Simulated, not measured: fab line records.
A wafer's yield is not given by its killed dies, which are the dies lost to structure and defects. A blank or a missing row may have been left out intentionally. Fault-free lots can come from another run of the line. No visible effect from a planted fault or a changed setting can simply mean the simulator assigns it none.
fab line records + flow nand-harc + part 2 of 2: steps 29 to 38 of 38
record:
- lots: 5
- wafers: 15
- last-day: 24
route steps=1159 shown A_M0@1015 A_M1@1026
lots that met no fault: taken from a fault-free run of the same line
start-h: hours from the record's opening day to when the first of the lot's shown wafers began + wait-h: hours since the lot's step before + " unchanged from the row above + L1.1+2: one row covering several wafers at once + - no value present, or no start provided + * or withheld: withheld + < > ~ a bound
route shown NAME@n: names a module that has steps shown in the file, with the first one's number in the route + usual: average and standard deviation across the fault-free wafers + same: alike in all rows + chamber/n: place in a boat + sites: per-site readings + _std_site: the standard deviation of these + _edge_site: the outer-site mean with the inner-site mean subtracted + radius-mm: how far each site lies from the wafer's centre + mask NAME#n: copy n + behind: the tool/chamber that last shaped the wafer + hold: why the lot went on hold/how many hours it stayed there/how the hold came to an end + device: transistor that didn't switch, given as n, p or np + end of line: tests of these same wafers at the route's end + for a step that has no rows: nothing shown but its recipe + killed: at the first sort, the dies lost to defects and structure; wafer yield is something else + map: the dies of a wafer, with x for killed, . for not killed, _ for no die there
set.NAME: the setting as run; set.NAME@STEP: as run at that earlier step + model.NAME: the simulator's own value behind a step, which no gauge read
lots at selected steps of the route; one table per step, one row per wafer
services: the hour from which a tool's chamber was out of use, counted from the record's first day as start-h (under 0 if before that day), plus the number of hours and why
== steps ==
step: NHARC_A_M1_ETCH_28
recipe:
- target-depth-a: 300
- over-etch-frac: 0.3
- time-s: 72.99
- ion-energy-ev: 150
- cf4-flow-sccm: 50
- n2-flow-sccm: 100
- ar-flow-sccm: 150
- rf-w: 300
- bias-w: 100
- chemistry: CF4/N2
usual:
- drypump-motor-current-A: 5.7/0.31
- oes-product-au: 1.000/0.009
- rf-vpp-V: 314.3/2.2
- showerhead-plenum-p-Torr: 2.64/0.12
- throttle-valve-pct: 19.794/0.0089
| lot.wafer | tool        | chamber | start-h | wait-h | drypump-motor-current-A | oes-product-au | rf-hours-counter-h | rf-vpp-V | showerhead-plenum-p-Torr | throttle-valve-pct |
|-----------|-------------|---------|---------|--------|-------------------------|----------------|--------------------|----------|--------------------------|--------------------|
| L079.4    | rie-diel-02 | 1       | -       | -      | 6.4                     | 1.003          | 2                  | 315.3    | 2.61                     | 19.798             |
| L079.1    | "           | 3       | "       | "      | 6.0                     | 1.000          | 2                  | 315.3    | 2.64                     | 19.801             |
| L079.2    | "           | 0       | "       | "      | 5.8                     | 0.991          | 2                  | 313.1    | 2.56                     | 19.789             |
| L077.4    | rie-diel-08 | 0       | -       | -      | 5.5                     | 0.997          | 8                  | 313.5    | 2.52                     | 19.799             |
| L077.2    | "           | 2       | "       | "      | 5.6                     | 1.011          | 9                  | 317.2    | 2.80                     | 19.778             |
| L077.1    | "           | 3       | "       | "      | 5.8                     | 1.007          | 9                  | 311.5    | 2.46                     | 19.804             |
| L085.1    | rie-diel-02 | 1       | -       | -      | 6.4                     | 1.017          | 3                  | 313.6    | 2.60                     | 19.802             |
| L085.2    | "           | 2       | "       | "      | 5.1                     | 1.016          | 3                  | 315.2    | 2.79                     | 19.788             |
| L085.3    | "           | 3       | "       | "      | 6.0                     | 1.003          | 3                  | 314.2    | 2.64                     | 19.785             |
| L091.4    | rie-diel-08 | 1       | -       | -      | 5.6                     | 0.997          | 1                  | 315.1    | 2.68                     | 19.803             |
| L091.6    | "           | 1       | "       | "      | 5.6                     | 0.999          | -                  | 313.2    | 2.68                     | 19.817             |
| L091.5    | "           | 2       | "       | "      | 5.6                     | 0.992          | -                  | 316.5    | 2.80                     | 19.788             |
| L094.3    | rie-diel-02 | 1       | -       | -      | 6.4                     | 0.992          | 0                  | 313.9    | 2.60                     | 19.775             |
| L094.2    | "           | 2       | "       | "      | 5.1                     | 1.002          | 0                  | 317.6    | 2.79                     | 19.815             |
| L094.5    | "           | 0       | "       | "      | 5.8                     | 0.987          | -                  | 313.5    | 2.56                     | 19.797             |
step: NHARC_A_M1_STRIP_19
recipe:
- time-s: 600
- temp-c: 30
- chemistry: post-etch-residue-remover
| lot.wafer  | tool         | chamber | start-h | wait-h |
|------------|--------------|---------|---------|--------|
| L079.2+4+1 | wet-bench-08 | 3,5,6   | 428.66  | -      |
| L077.2+4+1 | wet-bench-10 | 5,6,7   | 432.25  | -      |
| L085.2+3+1 | wet-bench-08 | 4,5,6   | 469.39  | -      |
| L091.5+4+6 | wet-bench-10 | 4,5,7   | 499.67  | -      |
| L094.5+3+2 | wet-bench-08 | 7,0,4   | 523.16  | -      |
step: NHARC_A_M1_DEGAS_29
recipe:
- temp-c: 250
- time-s: 60
usual:
- heater-power-w: 328/39
- susceptor-temp-C: 249.99/0.18
| lot.wafer | tool           | chamber | start-h | wait-h | heater-power-w | susceptor-temp-C |
|-----------|----------------|---------|---------|--------|----------------|------------------|
| L079.2    | pvd-sputter-01 | -       | 428.94  | -      | 330            | 250.43           |
| L079.4    | "              | -       | "       | "      | 274            | 249.84           |
| L079.1    | "              | -       | "       | "      | 379            | 250.00           |
| L077.1    | pvd-sputter-02 | -       | 432.50  | -      | 248            | 250.23           |
| L077.2    | "              | -       | "       | "      | 321            | 249.97           |
| L077.4    | "              | -       | "       | "      | 358            | 249.87           |
| L085.2    | pvd-sputter-03 | -       | 469.65  | -      | 360            | 249.87           |
| L085.3    | "              | -       | "       | "      | 293            | 249.85           |
| L085.1    | "              | -       | "       | "      | 360            | 250.04           |
| L091.4    | pvd-sputter-01 | -       | 499.96  | -      | 280            | 250.26           |
| L091.6    | "              | -       | "       | "      | 369            | 249.84           |
| L091.5    | "              | -       | "       | "      | 340            | 250.30           |
| L094.2    | pvd-sputter-02 | -       | 523.43  | -      | 332            | 249.61           |
| L094.3    | "              | -       | "       | "      | 363            | 250.07           |
| L094.5    | "              | -       | "       | "      | 355            | 250.03           |
step: NHARC_A_M1_PRE_CLEAN_30
recipe:
- time-s: 30
- temp-c: 280
- gas: H2/He
usual:
- heater-power-w: 403/47
- susceptor-temp-C: 280.00/0.16
| lot.wafer | tool           | chamber | start-h | wait-h | heater-power-w | susceptor-temp-C |
|-----------|----------------|---------|---------|--------|----------------|------------------|
| L079.1    | pvd-sputter-01 | -       | -       | -      | 408            | 279.88           |
| L079.2    | "              | -       | "       | "      | 401            | 280.02           |
| L079.4    | "              | -       | "       | "      | 339            | 280.10           |
| L077.1    | pvd-sputter-02 | -       | -       | -      | 437            | 280.06           |
| L077.4    | "              | -       | "       | "      | 417            | 280.01           |
| L077.2    | "              | -       | "       | "      | 398            | 280.11           |
| L085.1    | pvd-sputter-03 | -       | -       | -      | 460            | 279.82           |
| L085.2    | "              | -       | "       | "      | 356            | 280.14           |
| L085.3    | "              | -       | "       | "      | 449            | 279.88           |
| L091.4    | pvd-sputter-01 | -       | -       | -      | 417            | 279.93           |
| L091.6    | "              | -       | "       | "      | 449            | 280.18           |
| L091.5    | "              | -       | "       | "      | 399            | 279.89           |
| L094.2    | pvd-sputter-02 | -       | -       | -      | 397            | -                |
| L094.3    | "              | -       | "       | "      | 406            | -                |
| L094.5    | "              | -       | "       | "      | 433            | -                |
step: NHARC_A_M1_PVD_20
recipe:
- target-thk-a: 50
- bias-v: 168.6
- power-w: 15000
- chamber-pressure-pa: 0.12
- time-s: 8.06
- substrate-temp-c: 50
- material: TaN
usual:
- throttle-valve-pct: 30.2/1.3
| lot.wafer | tool           | chamber | start-h | wait-h | throttle-valve-pct |
|-----------|----------------|---------|---------|--------|--------------------|
| L079.4    | pvd-sputter-01 | -       | -       | -      | 30.6               |
| L079.1    | "              | -       | "       | "      | 28.9               |
| L079.2    | "              | -       | "       | "      | 31.2               |
| L077.1    | pvd-sputter-02 | -       | -       | -      | 28.3               |
| L077.2    | "              | -       | "       | "      | 31.2               |
| L077.4    | "              | -       | "       | "      | 31.7               |
| L085.2    | pvd-sputter-03 | -       | -       | -      | 31.9               |
| L085.3    | "              | -       | "       | "      | 29.0               |
| L085.1    | "              | -       | "       | "      | 28.6               |
| L091.4    | pvd-sputter-01 | -       | -       | -      | 31.3               |
| L091.6    | "              | -       | "       | "      | 28.8               |
| L091.5    | "              | -       | "       | "      | 30.9               |
| L094.3    | pvd-sputter-02 | -       | -       | -      | 28.3               |
| L094.2    | "              | -       | "       | "      | 31.4               |
| L094.5    | "              | -       | "       | "      | 29.9               |
step: NHARC_A_M1_PVD_21
recipe:
- target-thk-a: 300
- chamber-pressure-pa: 5
- power-w: 5000
- substrate-temp-c: 30
- time-s: 20.49
- material: Cu
usual:
- throttle-valve-pct: 30.2/1.4
| lot.wafer | tool           | chamber | start-h | wait-h | throttle-valve-pct |
|-----------|----------------|---------|---------|--------|--------------------|
| L079.2    | pvd-sputter-01 | -       | -       | -      | 28.8               |
| L079.1    | "              | -       | "       | "      | 28.9               |
| L079.4    | "              | -       | "       | "      | 31.0               |
| L077.2    | pvd-sputter-02 | -       | -       | -      | 31.4               |
| L077.4    | "              | -       | "       | "      | 29.9               |
| L077.1    | "              | -       | "       | "      | 28.4               |
| L085.3    | pvd-sputter-03 | -       | -       | -      | 30.6               |
| L085.1    | "              | -       | "       | "      | 28.6               |
| L085.2    | "              | -       | "       | "      | 28.7               |
| L091.4    | pvd-sputter-01 | -       | -       | -      | 28.4               |
| L091.6    | "              | -       | "       | "      | 28.7               |
| L091.5    | "              | -       | "       | "      | 31.3               |
| L094.3    | pvd-sputter-02 | -       | -       | -      | 28.2               |
| L094.2    | "              | -       | "       | "      | 31.4               |
| L094.5    | "              | -       | "       | "      | 31.2               |
step: NHARC_A_M1_ECD_22
recipe:
- target-thk-a: 4000
- bath-temp-c: 25
- material: Cu
| lot.wafer  | tool      | chamber | start-h | wait-h |
|------------|-----------|---------|---------|--------|
| L079.2+1+4 | ecd-cu-02 | 1,0,0   | 429.30  | -      |
| L077.2+1+4 | ecd-cu-02 | 1,0,1   | 432.86  | -      |
| L085.1+2+3 | ecd-cu-02 | 1,0,0   | 470.01  | -      |
| L091.4+5+6 | ecd-cu-01 | 1,1,0   | 500.40  | -      |
| L094.2+3+5 | ecd-cu-01 | 1,0,0   | 523.84  | -      |
step: NHARC_A_M1_ANNEAL_31
recipe:
- temp-c: 225
- time-s: 90
usual:
- wafer_temp_C_max: 226.1/0.32
| lot.wafer | tool          | chamber | start-h | wait-h | wafer_temp_C_max |
|-----------|---------------|---------|---------|--------|------------------|
| L079.1    | rtp-anneal-02 | 0       | 429.67  | -      | 226.1            |
| L079.2    | "             | 0       | "       | "      | 226.1            |
| L079.4    | "             | 0       | "       | "      | 225.7            |
| L077.1    | rtp-anneal-01 | 0       | 433.26  | -      | 226.8            |
| L077.2    | "             | 0       | "       | "      | 227.0            |
| L077.4    | "             | 0       | "       | "      | 226.0            |
| L085.1    | rtp-anneal-02 | 0       | 470.40  | 0.3    | 226.1            |
| L085.2    | "             | 0       | "       | "      | 225.7            |
| L085.3    | "             | 0       | "       | "      | 226.2            |
| L091.4    | rtp-anneal-02 | 0       | 500.83  | 0.4    | 225.9            |
| L091.5    | "             | 0       | "       | "      | 226.1            |
| L091.6    | "             | 0       | "       | "      | 225.9            |
| L094.2    | rtp-anneal-02 | 0       | 524.22  | 0.3    | 226.2            |
| L094.3    | "             | 0       | "       | "      | 226.1            |
| L094.5    | "             | 0       | "       | "      | 225.8            |
step: NHARC_A_M1_CMP_23
recipe:
- t-overpolish-s: 20
- target-thk-nm: 154.34
usual:
- motor-current-A: 11.9/1.4
- time-to-endpoint-s: 27.5/2.4
| lot.wafer | tool   | chamber | start-h | wait-h | motor-current-A | time-to-endpoint-s |
|-----------|--------|---------|---------|--------|-----------------|--------------------|
| L079.1    | cmp-02 | 2       | 430.01  | -      | 10.6            | 26.5               |
| L079.2    | "      | 3       | "       | "      | 11.1            | 27.7               |
| L079.4    | "      | 1       | "       | "      | 9.5             | 28.7               |
| L077.4    | cmp-04 | 2       | 433.61  | -      | 10.4            | 28.3               |
| L077.2    | "      | 0       | "       | "      | 12.1            | 24.3               |
| L077.1    | "      | 1       | "       | "      | 11.6            | 26.4               |
| L085.2    | cmp-03 | 3       | 470.74  | -      | 11.8            | 26.8               |
| L085.1    | "      | 1       | "       | "      | 15.1            | 24.8               |
| L085.3    | "      | 2       | "       | "      | 12.6            | 24.1               |
| L091.4    | cmp-03 | 1       | 501.05  | -      | 15.0            | 29.5               |
| L091.5    | "      | 0       | "       | "      | 12.9            | 27.4               |
| L091.6    | "      | 1       | "       | "      | 14.3            | 31.5               |
| L094.2    | cmp-04 | 3       | 524.54  | -      | 11.8            | 31.5               |
| L094.3    | "      | 0       | "       | "      | 11.2            | 29.2               |
| L094.5    | "      | 3       | "       | "      | 12.0            | 32.4               |
step: NHARC_A_M1_THK_MEAS_24
recipe:
- thk-meas-gauge: xrf
usual:
- thk-nm: 153.9/1.4
| lot.wafer | tool          | chamber | start-h | wait-h | thk-nm |
|-----------|---------------|---------|---------|--------|--------|
| L079.1    | film-metro-01 | -       | 430.33  | -      | 155.3  |
| L079.2    | "             | -       | "       | "      | 153.3  |
| L079.4    | "             | -       | "       | "      | 154.3  |
| L077.1    | film-metro-01 | -       | 433.93  | -      | 155.3  |
| L077.2    | "             | -       | "       | "      | 154.4  |
| L077.4    | "             | -       | "       | "      | 156.1  |
| L085.1    | film-metro-01 | -       | 471.05  | -      | 155.3  |
| L085.2    | "             | -       | "       | "      | 156.0  |
| L085.3    | "             | -       | "       | "      | 153.5  |
| L091.4    | film-metro-02 | -       | 501.34  | -      | 152.3  |
| L091.5    | "             | -       | "       | "      | 154.9  |
| L091.6    | "             | -       | "       | "      | 151.5  |
| L094.2    | film-metro-01 | -       | 524.83  | -      | 155.2  |
| L094.3    | "             | -       | "       | "      | 153.7  |
| L094.5    | "             | -       | "       | "      | 155.4  |
== services ==
| tool           | chamber | start-h | hours | kind   |
|----------------|---------|---------|-------|--------|
| wet-bench-08   | -       | 406.41  | 8.0   | pm     |
| pvd-sputter-02 | -       | 411.04  | 2.2   | repair |
| rie-diel-02    | 1       | 413.95  | 6.9   | repair |
| wet-bench-10   | -       | 423.20  | 8.0   | pm     |
| cmp-04         | -       | 434.67  | 1.1   | repair |
| pecvd-02       | -       | 442.43  | 0.7   | repair |
| litho-track-01 | -       | 443.00  | 7.0   | pm     |
| ecd-cu-01      | -       | 448.24  | 8.0   | pm     |
| pecvd-04       | 2       | 450.28  | 15.4  | repair |
| pecvd-02       | 0       | 455.95  | 11.6  | repair |
| pvd-sputter-01 | -       | 458.60  | 0.9   | repair |
| rie-diel-02    | 0       | 462.37  | 1.8   | repair |
| rie-diel-08    | 0       | 464.12  | 8.6   | repair |
| litho-track-06 | -       | 467.00  | 7.0   | pm     |
| rie-diel-08    | 0       | 475.52  | 3.8   | repair |
| rie-diel-08    | -       | 478.80  | 9.0   | pm     |
| pvd-sputter-01 | -       | 483.70  | 3.6   | repair |
| litho-track-04 | -       | 491.00  | 7.0   | pm     |
| cmp-04         | -       | 497.04  | 4.0   | pm     |
| pecvd-02       | -       | 497.13  | 0.3   | repair |
| rie-diel-02    | -       | 504.72  | 9.0   | pm     |
| pvd-sputter-01 | -       | 514.03  | 10.0  | pm     |
| pecvd-02       | -       | 515.31  | 13.0  | pm     |
| pecvd-04       | 2       | 517.17  | 9.1   | repair |
